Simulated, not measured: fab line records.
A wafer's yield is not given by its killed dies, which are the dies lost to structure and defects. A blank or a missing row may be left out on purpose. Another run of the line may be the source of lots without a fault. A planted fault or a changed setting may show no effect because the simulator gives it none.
fab line records	flow nand-harc
[record] lots = 24	wafers = 72	last-day = 33
route steps=1302 shown A_SLIT@935 A_WL_FILL@975 A_CONTACT@1013
lots that met no fault: taken from a fault-free run of the same line
start-h: start of the lot's first displayed wafer, in hours after the record's first day	wait-h: how many hours have passed since the lot's step before this one	" repeats the value in the row above	L1.1+2: one row covering several wafers at once	- no value, or no start was given	* or withheld: withheld	< > ~ a bound
route shown NAME@n: names a module that has steps shown in the file, with the first one's number in the route	usual: mean/standard deviation taken from wafers without a fault	same: alike in all rows	chamber/n: place in a boat	sites: per-site readings	_std_site: the values' standard deviation	_edge_site: the outer-site mean with the inner-site mean subtracted	radius-mm: how far each site lies from the wafer's centre	mask NAME#n: copy n	behind: the most recent tool/chamber to have shaped the wafer	hold: what put the lot on hold/how long, in hours/how the hold closed	device: transistor that didn't switch, given as n, p or np	end of line: at the end of the route, the tests of the same wafers	step lacking rows: just its recipe	killed: at the first sort, the dies lost to defects and structure; wafer yield is something else	map: shows each die of a wafer: x if killed, . if not, _ if none is there
set.NAME: the run value of the setting; set.NAME@STEP: its run value at that earlier step	model.NAME: the simulator's own value behind a step, which no gauge read
route steps across a sampled set of lots; one table per step, one row per wafer
services: a tool's chamber out of use, with start hour (start-h, from the record's first day; less than 0 if before it), hours out, and reason
[[steps]]
[step NHARC_A_SLIT_INSPECT_11]
[usual] raw-defect-count = 53/27
lot.wafer	tool	chamber	start-h	wait-h	raw-defect-count
L074.1	defect-inspect-01	-	443.75	0.0	18
L074.3	"	-	"	"	21
L074.5	"	-	"	"	21
L075.2	defect-inspect-01	-	459.02	0.0	27
L075.3	"	-	"	"	27
L075.4	"	-	"	"	30
L076.1	defect-inspect-02	-	469.21	0.0	114
L076.3	"	-	"	"	105
L076.4	"	-	"	"	94
L077.2	defect-inspect-02	-	484.36	0.0	66
L077.5	"	-	"	"	57
L077.6	"	-	"	"	69
L078.1	defect-inspect-01	-	484.81	0.0	57
L078.2	"	-	"	"	71
L078.3	"	-	"	"	69
L080.1	defect-inspect-01	-	502.90	0.0	51
L080.4	"	-	"	"	64
L080.6	"	-	"	"	61
L079.1	defect-inspect-01	-	503.08	0.0	21
L079.4	"	-	"	"	20
L079.6	"	-	"	"	26
L081.1	defect-inspect-02	-	531.45	0.0	63
L081.2	"	-	"	"	68
L081.5	"	-	"	"	68
L082.2	defect-inspect-01	-	531.95	0.0	30
L082.3	"	-	"	"	22
L082.6	"	-	"	"	28
L085.1	defect-inspect-02	-	551.67	0.0	70
L085.2	"	-	"	"	73
L085.6	"	-	"	"	80
L083.3	defect-inspect-01	-	551.96	0.0	35
L083.4	"	-	"	"	39
L083.5	"	-	"	"	40
L084.1	defect-inspect-01	-	552.11	0.0	75
L084.2	"	-	"	"	97
L084.4	"	-	"	"	68
L086.1	defect-inspect-01	-	563.44	0.0	69
L086.2	"	-	"	"	81
L086.5	"	-	"	"	65
L088.1	defect-inspect-02	-	583.69	0.0	56
L088.2	"	-	"	"	63
L088.3	"	-	"	"	68
L087.3	defect-inspect-02	-	599.08	0.0	49
L087.5	"	-	"	"	28
L087.6	"	-	"	"	40
L090.1	defect-inspect-01	-	608.79	0.0	50
L090.2	"	-	"	"	48
L090.5	"	-	"	"	53
L089.1	defect-inspect-01	-	614.40	0.0	66
L089.4	"	-	"	"	65
L089.6	"	-	"	"	56
L091.2	defect-inspect-02	-	630.43	0.0	107
L091.5	"	-	"	"	117
L091.6	"	-	"	"	120
L092.1	defect-inspect-02	-	630.72	0.0	24
L092.3	"	-	"	"	31
L092.6	"	-	"	"	17
L093.3	defect-inspect-01	-	647.99	0.0	78
L093.4	"	-	"	"	58
L093.5	"	-	"	"	79
L094.1	defect-inspect-01	-	648.57	0.0	21
L094.5	"	-	"	"	26
L094.6	"	-	"	"	18
L095.1	defect-inspect-01	-	656.86	0.0	15
L095.2	"	-	"	"	15
L095.3	"	-	"	"	12
L097.1	defect-inspect-01	-	673.49	0.0	36
L097.4	"	-	"	"	29
L097.5	"	-	"	"	30
L096.3	defect-inspect-02	-	674.45	0.0	59
L096.4	"	-	"	"	53
L096.6	"	-	"	"	67
[step NHARC_A_SLIT_ETCH_17]
[recipe] bias-v = 900	source-w = withheld	pressure-mtorr = 20	ar-flow-sccm = 375	c4f8-flow-sccm = 83.3	o2-flow-sccm = 41.7	time-s = 4254.5	target-depth-a = 2.03e+05	chemistry = C4F8/O2/Ar
[usual] drypump-motor-current-A = 5.64/0.27	showerhead-plenum-p-Torr = 3.80/0.14	throttle-valve-pct = 32.045/0.0095
lot.wafer	tool	chamber	start-h	wait-h	drypump-motor-current-A	rf-hours-counter-h	showerhead-plenum-p-Torr	throttle-valve-pct
L074.1	har-etch-01	1	445.66	-	5.18	245	3.41	32.041
L074.3	"	1	446.86	-	5.17	-	3.41	32.049
L074.5	"	1	448.05	-	5.18	-	3.41	32.048
L075.2	har-etch-02	0	460.96	-	5.84	39	3.92	32.047
L075.4	"	1	"	"	5.88	-	3.92	32.042
L075.3	"	0	"	"	5.84	-	3.92	32.040
L076.1	har-etch-02	1	471.12	-	5.87	43	3.92	32.058
L076.3	"	0	"	"	5.83	-	3.92	32.042
L076.4	"	1	"	"	5.84	-	3.92	32.049
L078.1	har-etch-01	0	486.13	-	5.70	269	3.65	32.047
L078.2	"	0	487.36	-	5.69	-	3.65	32.042
L078.3	"	0	488.58	-	5.70	-	3.65	32.037
L077.2	har-etch-02	0	486.29	-	5.84	50	3.91	32.034
L077.5	"	1	488.12	-	5.85	-	3.91	32.034
L077.6	"	0	"	"	5.83	-	3.91	32.032
L080.1	har-etch-01	1	504.51	-	5.17	269	3.94	32.027
L080.4	"	1	505.71	-	5.18	-	3.94	32.041
L080.6	"	0	507.51	-	5.70	-	3.64	32.045
L079.1	har-etch-01	1	508.90	-	5.17	272	3.94	32.047
L079.4	"	0	"	"	5.71	-	3.64	32.047
L079.6	"	0	510.70	-	5.68	-	3.64	32.046
L081.1	har-etch-01	0	532.76	-	5.71	303	3.63	32.045
L081.2	"	1	"	"	5.18	288	3.93	32.039
L081.5	"	1	535.83	-	5.18	-	3.93	32.050
L082.2	har-etch-02	0	534.81	-	5.85	81	3.89	32.043
L082.3	"	0	536.02	-	5.85	-	3.89	32.034
L082.6	"	1	"	"	5.85	-	3.89	32.034
L085.1	har-etch-01	1	552.98	-	5.18	295	3.93	32.048
L085.2	"	0	"	"	5.69	310	3.62	32.042
L085.6	"	1	555.42	-	5.18	-	3.92	32.054
L083.3	har-etch-02	1	554.52	-	5.85	-	3.89	32.056
L083.4	"	0	"	"	5.85	-	3.89	32.048
L083.5	"	0	556.34	-	5.84	-	3.89	32.040
L084.1	har-etch-01	1	556.83	-	5.17	299	3.92	32.052
L084.2	"	0	"	"	5.69	314	3.62	32.044
L084.4	"	1	"	"	5.18	-	3.92	32.046
L086.1	har-etch-02	0	567.38	-	5.83	100	3.88	32.054
L086.2	"	1	"	"	5.89	100	3.88	32.022
L086.5	"	1	570.42	-	5.89	-	3.88	32.025
L088.1	har-etch-01	0	585.01	-	5.71	333	3.61	32.042
L088.2	"	1	"	"	5.17	318	3.91	32.047
L088.3	"	1	586.79	-	5.17	-	3.91	32.060
L087.3	har-etch-02	1	602.20	-	5.87	-	3.87	32.054
L087.6	"	0	"	"	5.85	-	3.88	32.041
L087.5	"	1	"	"	5.89	-	3.87	32.034
L090.2	har-etch-01	0	610.11	-	5.70	341	3.61	32.027
L090.1	"	1	"	"	5.18	326	3.91	32.042
L090.5	"	1	613.14	-	5.17	-	3.91	32.068
L089.1	har-etch-02	1	615.73	-	5.88	123	3.87	32.058
L089.4	"	1	616.94	-	5.87	-	3.87	32.051
L089.6	"	1	618.15	-	5.88	-	3.87	32.043
L091.2	har-etch-01	1	631.74	-	5.19	341	3.90	32.045
L091.6	"	1	634.17	-	5.18	-	3.90	32.059
L091.5	"	0	"	"	5.73	-	3.60	32.038
L092.1	har-etch-02	1	632.73	-	5.84	135	3.86	32.049
L092.3	"	1	633.95	-	5.85	-	3.86	32.058
L092.6	"	0	"	"	5.84	-	3.86	32.038
L093.3	har-etch-01	0	650.51	-	5.70	-	3.59	32.042
L093.4	"	1	"	"	5.19	-	3.89	32.032
L093.5	"	0	"	"	5.69	-	3.59	32.043
L094.1	har-etch-02	0	650.74	-	5.85	146	3.86	32.054
L094.5	"	1	652.56	-	5.87	-	3.86	32.050
L094.6	"	0	"	"	5.84	-	3.86	32.043
L095.2	har-etch-01	1	658.38	-	5.18	360	3.89	32.043
L095.1	"	0	"	"	5.72	375	3.59	32.052
L095.3	"	1	"	"	5.18	-	3.89	32.057
L097.1	har-etch-01	0	675.43	-	5.70	379	3.59	32.058
L097.4	"	0	676.64	-	5.70	-	3.59	32.039
L097.5	"	1	"	"	5.19	-	3.89	32.037
L096.4	har-etch-02	1	676.98	-	5.87	-	3.85	32.060
L096.3	"	0	"	"	5.84	-	3.85	32.043
L096.6	"	1	"	"	5.87	-	3.85	32.047
[step NHARC_A_WL_FILL_ALD_19]
[recipe] target-thk-a = 20	pulse-time-s = 3	ald-cycles = 100	temp-c = 450	material = TiN
[usual] heater-power-w = 1098/140	precursor-pulse-height-rel = 1.000/0.021
lot.wafer	tool	chamber	start-h	wait-h	heater-power-w	precursor-pulse-height-rel	since-wet-clean-h
L074.1	ald-metal-01	3	474.13	0.1	1158	0.976	116
L074.3	"	2	"	"	988	1.001	116
L074.5	"	0	"	"	992	0.996	-
L075.3	ald-metal-03	1	492.40	0.1	1249	0.999	92
L075.2	"	2	"	"	751	0.967	92
L075.4	"	0	"	"	1054	0.994	92
L076.3	ald-metal-01	0	503.22	0.1	958	0.974	145
L076.4	"	2	"	"	1025	0.992	145
L076.1	"	3	"	"	1199	1.038	145
L078.3	ald-metal-03	3	517.02	0.1	1027	1.018	117
L078.2	"	1	"	"	1259	0.964	117
L078.1	"	2	"	"	770	1.005	117
L077.2	ald-metal-02	3	517.07	0.2	1142	1.009	75
L077.6	"	0	"	"	1130	0.994	-
L077.5	"	1	"	"	1337	0.980	-
L080.1	ald-metal-02	1	534.10	0.1	1335	0.990	92
L080.4	"	2	"	"	1118	1.019	92
L080.6	"	2	"	"	1167	0.993	-
L079.1	ald-metal-03	1	539.07	0.1	1260	1.036	139
L079.4	"	2	"	"	788	1.016	139
L079.6	"	0	"	"	1049	0.991	-
L082.3	ald-metal-01	0	562.72	0.1	1011	0.997	27
L082.2	"	1	"	"	1188	1.013	27
L082.6	"	0	"	"	1016	1.031	-
L081.1	ald-metal-02	3	566.64	0.1	1138	1.022	125
L081.2	"	1	"	"	1341	0.971	125
L081.5	"	0	"	"	1152	0.989	-
L083.4	ald-metal-01	0	584.59	0.1	993	1.017	49
L083.3	"	2	"	"	1002	1.000	49
L083.5	"	1	"	"	1234	1.009	-
L085.2	ald-metal-02	1	587.23	0.1	1370	1.019	145
L085.1	"	3	"	"	1153	0.986	145
L085.6	"	1	"	"	1357	1.026	-
L084.4	ald-metal-01	2	587.24	0.1	978	0.975	51
L084.2	"	3	"	"	1188	1.036	51
L084.1	"	0	"	"	1024	1.006	51
L086.1	ald-metal-03	0	599.67	0.1	1028	0.987	9
L086.2	"	2	"	"	776	1.017	9
L086.5	"	3	"	"	993	0.981	-
L088.3	ald-metal-01	2	617.78	0.1	978	1.003	82
L088.2	"	0	"	"	995	0.993	82
L088.1	"	1	"	"	1176	0.990	82
L087.3	ald-metal-01	1	632.91	0.1	1203	1.023	97
L087.5	"	3	"	"	1132	1.031	-
L087.6	"	0	"	"	1000	1.012	-
L090.2	ald-metal-03	2	638.81	0.1	772	0.977	48
L090.1	"	3	"	"	1002	1.011	48
L090.5	"	3	"	"	1003	1.014	-
L089.1	ald-metal-02	3	646.18	0.1	1131	1.001	26
L089.4	"	1	"	"	1353	1.027	26
L089.6	"	0	"	"	1037	1.009	-
L091.2	ald-metal-01	2	661.80	0.1	983	1.004	126
L091.6	"	1	"	"	1219	0.994	-
L091.5	"	2	"	"	1009	1.011	-
L092.3	ald-metal-02	2	661.81	0.1	1146	0.954	42
L092.1	"	0	"	"	1008	1.010	42
L092.6	"	1	"	"	1353	1.003	-
L094.1	ald-metal-03	3	678.32	0.1	1005	0.986	88
L094.5	"	3	"	"	1028	0.971	-
L094.6	"	2	"	"	797	0.999	-
L093.3	ald-metal-02	0	678.36	0.1	1029	0.998	58
L093.4	"	1	"	"	1347	0.971	58
L093.5	"	2	"	"	1131	0.985	-
L095.3	ald-metal-02	0	691.11	0.1	1021	0.995	71
L095.1	"	2	"	"	1137	1.017	71
L095.2	"	3	"	"	1137	1.003	71
L097.4	ald-metal-01	3	703.71	0.1	1166	0.991	168
L097.1	"	0	"	"	1021	1.006	168
L097.5	"	3	"	"	1176	1.028	-
L096.3	ald-metal-03	2	703.74	0.1	785	1.001	113
L096.4	"	1	"	"	1220	0.961	-
L096.6	"	2	"	"	791	1.014	-
[step NHARC_A_CONTACT_ETCH_119]
[recipe] source-w = withheld	pressure-mtorr = 20	bias-v = 3000	time-s = 190	target-depth-a = 18500	ar-flow-sccm = withheld	c4f8-flow-sccm = withheld	o2-flow-sccm = withheld	chemistry = C4F8/O2/Ar
lot.wafer	tool	chamber	start-h	wait-h	rf-hours-counter-h
L074.1	har-cap-etch-03	1	484.02	0.1	40
L074.3	"	1	"	"	-
L074.5	"	0	"	"	-
L075.2	har-cap-etch-02	1	502.24	0.1	85
L075.3	"	0	"	"	-
L075.4	"	1	"	"	-
L076.1	har-cap-etch-02	0	513.18	0.1	87
L076.4	"	0	"	"	-
L076.3	"	1	"	"	-
L077.2	har-cap-etch-03	1	527.84	0.1	48
L077.5	"	0	"	"	-
L077.6	"	1	"	"	-
L078.2	har-cap-etch-01	0	529.17	0.1	3
L078.1	"	1	"	"	3
L078.3	"	0	"	"	-
L080.1	har-cap-etch-02	0	544.87	0.1	92
L080.4	"	0	"	"	-
L080.6	"	0	"	"	-
L079.1	har-cap-etch-03	0	548.96	0.1	53
L079.4	"	1	"	"	-
L079.6	"	0	"	"	-
L082.2	har-cap-etch-01	0	572.80	0.1	10
L082.3	"	1	"	"	-
L082.6	"	1	"	"	-
L081.1	har-cap-etch-03	0	577.02	0.1	57
L081.2	"	1	"	"	57
L081.5	"	1	"	"	-
L083.3	har-cap-etch-02	0	594.53	0.1	-
L083.4	"	1	"	"	-
L083.5	"	1	"	"	-
L085.1	har-cap-etch-03	0	597.35	0.1	60
L085.2	"	1	"	"	60
L085.6	"	0	"	"	-
L084.2	har-cap-etch-02	0	598.21	0.1	101
L084.1	"	1	"	"	101
L084.4	"	1	"	"	-
L086.1	har-cap-etch-01	1	609.51	0.1	17
L086.2	"	0	"	"	17
L086.5	"	1	"	"	-
L088.2	har-cap-etch-02	1	629.45	0.1	107
L088.1	"	0	"	"	107
L088.3	"	0	"	"	-
L087.3	har-cap-etch-02	1	642.82	0.1	-
L087.5	"	0	"	"	-
L087.6	"	1	"	"	-
L090.1	har-cap-etch-03	0	649.01	0.1	69
L090.2	"	1	"	"	69
L090.5	"	1	"	"	-
L089.1	har-cap-etch-01	1	657.08	0.1	24
L089.4	"	1	"	"	-
L089.6	"	1	"	"	-
L091.2	har-cap-etch-02	1	672.21	0.1	114
L091.6	"	0	"	"	-
L091.5	"	1	"	"	-
L092.1	har-cap-etch-01	0	672.94	0.1	28
L092.3	"	0	"	"	-
L092.6	"	1	"	"	-
L093.3	har-cap-etch-03	0	688.27	0.1	-
L093.4	"	1	"	"	-
L093.5	"	0	"	"	-
L094.1	har-cap-etch-02	0	690.07	0.1	119
L094.6	"	1	"	"	-
L094.5	"	0	"	"	-
L095.1	har-cap-etch-02	1	701.46	0.1	121
L095.2	"	0	"	"	121
L095.3	"	1	"	"	-
L096.3	har-cap-etch-01	1	713.70	0.1	-
L096.4	"	0	"	"	-
L096.6	"	0	"	"	-
L097.1	har-cap-etch-03	1	713.85	0.1	83
L097.4	"	1	"	"	-
L097.5	"	0	"	"	-
[step NHARC_A_CONTACT_CD_MEAS_53]
[usual] cd-nm = 289.6/1
lot.wafer	tool	chamber	start-h	wait-h	cd-nm
L074.1	cd-sem-02	-	485.90	-	290.1
L074.3	"	-	"	"	290.3
L074.5	"	-	"	"	290.5
L075.2	cd-sem-03	-	504.12	-	288.4
L075.3	"	-	"	"	290.2
L075.4	"	-	"	"	289.2
L076.1	cd-sem-03	-	515.06	-	290.4
L076.3	"	-	"	"	291.1
L076.4	"	-	"	"	289.3
L077.2	cd-sem-01	-	529.69	-	290.2
L077.5	"	-	"	"	289.0
L077.6	"	-	"	"	290.6
L078.1	cd-sem-03	-	531.05	-	288.2
L078.2	"	-	"	"	288.9
L078.3	"	-	"	"	289.5
L080.1	cd-sem-03	-	546.75	-	290.2
L080.4	"	-	"	"	290.7
L080.6	"	-	"	"	289.9
L079.1	cd-sem-03	-	550.83	-	289.2
L079.4	"	-	"	"	290.0
L079.6	"	-	"	"	289.1
L082.2	cd-sem-03	-	574.68	-	291.4
L082.3	"	-	"	"	290.3
L082.6	"	-	"	"	290.6
L081.1	cd-sem-01	-	578.88	-	290.5
L081.2	"	-	"	"	291.6
L081.5	"	-	"	"	290.9
L083.3	cd-sem-01	-	596.44	-	289.1
L083.4	"	-	"	"	288.8
L083.5	"	-	"	"	289.6
L085.1	cd-sem-02	-	599.23	-	287.9
L085.2	"	-	"	"	287.9
L085.6	"	-	"	"	287.7
L084.1	cd-sem-01	-	600.08	-	287.7
L084.2	"	-	"	"	288.4
L084.4	"	-	"	"	287.5
L086.1	cd-sem-02	-	611.39	-	290.9
L086.2	"	-	"	"	291.4
L086.5	"	-	"	"	290.7
L088.1	cd-sem-02	-	631.36	-	289.8
L088.2	"	-	"	"	290.1
L088.3	"	-	"	"	289.1
L087.3	cd-sem-02	-	644.75	-	288.9
L087.5	"	-	"	"	290.0
L087.6	"	-	"	"	289.9
L090.1	cd-sem-01	-	650.88	-	288.4
L090.2	"	-	"	"	288.5
L090.5	"	-	"	"	288.8
L089.1	cd-sem-03	-	658.96	-	290.4
L089.4	"	-	"	"	289.8
L089.6	"	-	"	"	289.6
L091.2	cd-sem-03	-	674.07	-	290.8
L091.5	"	-	"	"	290.0
L091.6	"	-	"	"	290.5
L092.1	cd-sem-03	-	674.84	-	288.6
L092.3	"	-	"	"	288.6
L092.6	"	-	"	"	289.4
L093.3	cd-sem-02	-	690.10	-	290.1
L093.4	"	-	"	"	290.3
L093.5	"	-	"	"	289.8
L094.1	cd-sem-02	-	691.92	-	289.7
L094.5	"	-	"	"	290.1
L094.6	"	-	"	"	290.5
L095.1	cd-sem-02	-	703.37	-	287.7
L095.2	"	-	"	"	287.4
L095.3	"	-	"	"	287.4
L096.3	cd-sem-02	-	715.52	-	290.0
L096.4	"	-	"	"	290.5
L096.6	"	-	"	"	290.1
L097.1	cd-sem-01	-	715.71	-	289.4
L097.4	"	-	"	"	290.3
L097.5	"	-	"	"	290.4
[step NHARC_A_CONTACT_CD_MEAS_69]
[recipe] target-cd-nm = 300	landing-energy-ev = 500
[usual] cd-nm = 300.0/0.61
lot.wafer	tool	chamber	start-h	wait-h	cd-nm
L074.1	cd-sem-02	0	493.10	-	300.1
L074.3	"	0	"	"	301.1
L074.5	"	0	"	"	300.2
L075.2	cd-sem-03	0	509.08	-	300.0
L075.3	"	0	"	"	300.5
L075.4	"	0	"	"	300.5
L076.1	cd-sem-02	0	519.94	-	299.7
L076.3	"	0	"	"	300.9
L076.4	"	0	"	"	300.7
L077.2	cd-sem-03	0	534.68	-	300.8
L077.5	"	0	"	"	299.5
L077.6	"	0	"	"	300.6
L078.1	cd-sem-03	0	536.26	-	299.8
L078.2	"	0	"	"	299.7
L078.3	"	0	"	"	299.5
L080.1	cd-sem-03	0	554.79	-	299.7
L080.4	"	0	"	"	299.3
L080.6	"	0	"	"	299.9
L079.1	cd-sem-01	0	555.77	-	298.8
L079.4	"	0	"	"	299.5
L079.6	"	0	"	"	299.4
L082.2	cd-sem-01	0	580.04	-	300.1
L082.3	"	0	"	"	299.6
L082.6	"	0	"	"	299.4
L081.1	cd-sem-01	0	583.69	-	300.8
L081.2	"	0	"	"	300.2
L081.5	"	0	"	"	299.8
L083.3	cd-sem-02	0	601.41	-	300.2
L083.4	"	0	"	"	299.7
L083.5	"	0	"	"	300.4
L085.1	cd-sem-02	0	604.14	-	300.6
L085.2	"	0	"	"	299.9
L085.6	"	0	"	"	299.3
L084.1	cd-sem-02	0	604.98	-	299.2
L084.2	"	0	"	"	299.4
L084.4	"	0	"	"	299.9
L086.1	cd-sem-01	0	620.45	-	299.8
L086.2	"	0	"	"	300.3
L086.5	"	0	"	"	300.1
L088.1	cd-sem-01	0	636.30	-	300.2
L088.2	"	0	"	"	301.5
L088.3	"	0	"	"	300.9
L087.3	cd-sem-03	0	650.96	-	300.1
L087.5	"	0	"	"	299.1
L087.6	"	0	"	"	299.6
L090.1	cd-sem-03	0	656.11	-	300.0
L090.2	"	0	"	"	300.0
L090.5	"	0	"	"	299.7
L089.1	cd-sem-03	0	663.93	-	301.1
L089.4	"	0	"	"	300.8
L089.6	"	0	"	"	300.1
L091.2	cd-sem-03	0	679.28	-	300.0
L091.5	"	0	"	"	300.4
L091.6	"	0	"	"	300.6
L092.1	cd-sem-03	0	680.49	-	299.5
L092.3	"	0	"	"	299.6
L092.6	"	0	"	"	298.9
L093.3	cd-sem-01	0	695.00	-	300.2
L093.4	"	0	"	"	300.8
L093.5	"	0	"	"	300.0
L094.1	cd-sem-02	0	696.87	-	300.3
L094.5	"	0	"	"	300.3
L094.6	"	0	"	"	299.6
L095.1	cd-sem-02	0	708.45	-	299.8
L095.2	"	0	"	"	299.4
L095.3	"	0	"	"	299.8
L096.3	cd-sem-03	0	720.45	-	300.6
L096.4	"	0	"	"	301.6
L096.6	"	0	"	"	300.3
L097.1	cd-sem-03	0	720.82	-	299.9
L097.4	"	0	"	"	300.7
L097.5	"	0	"	"	300.7
[[services]]
tool	chamber	start-h	hours	kind
ald-metal-02	-	432.04	10.0	pm
ald-metal-02	1	445.63	30.1	repair
ald-metal-03	0	452.51	3.4	repair
ald-metal-01	1	481.21	4.4	repair
har-etch-01	1	481.99	-	consumable-replace:showerhead
har-etch-01	1	481.99	17.0	scheduled-down
har-etch-01	1	481.99	17.0	vent-cycle
har-cap-etch-01	-	497.00	17.0	pm
ald-metal-01	3	508.44	22.8	repair
ald-metal-01	-	526.00	10.0	pm
ald-metal-01	0	526.00	10.0	vent-cycle
ald-metal-01	1	526.00	10.0	vent-cycle
ald-metal-01	2	526.00	10.0	vent-cycle
ald-metal-01	0	536.00	-	clean
har-cap-etch-01	-	541.82	0.2	repair
ald-metal-03	-	565.15	15.3	repair
ald-metal-01	2	579.42	4.2	repair
ald-metal-03	-	580.47	10.0	pm
har-etch-01	-	604.68	3.2	repair
ald-metal-02	-	610.04	10.0	pm
ald-metal-03	0	637.34	68.6	repair
har-etch-01	-	662.57	0.5	repair
ald-metal-02	1	687.99	19.4	repair
ald-metal-01	-	704.00	10.0	pm
[[key]]
fault none
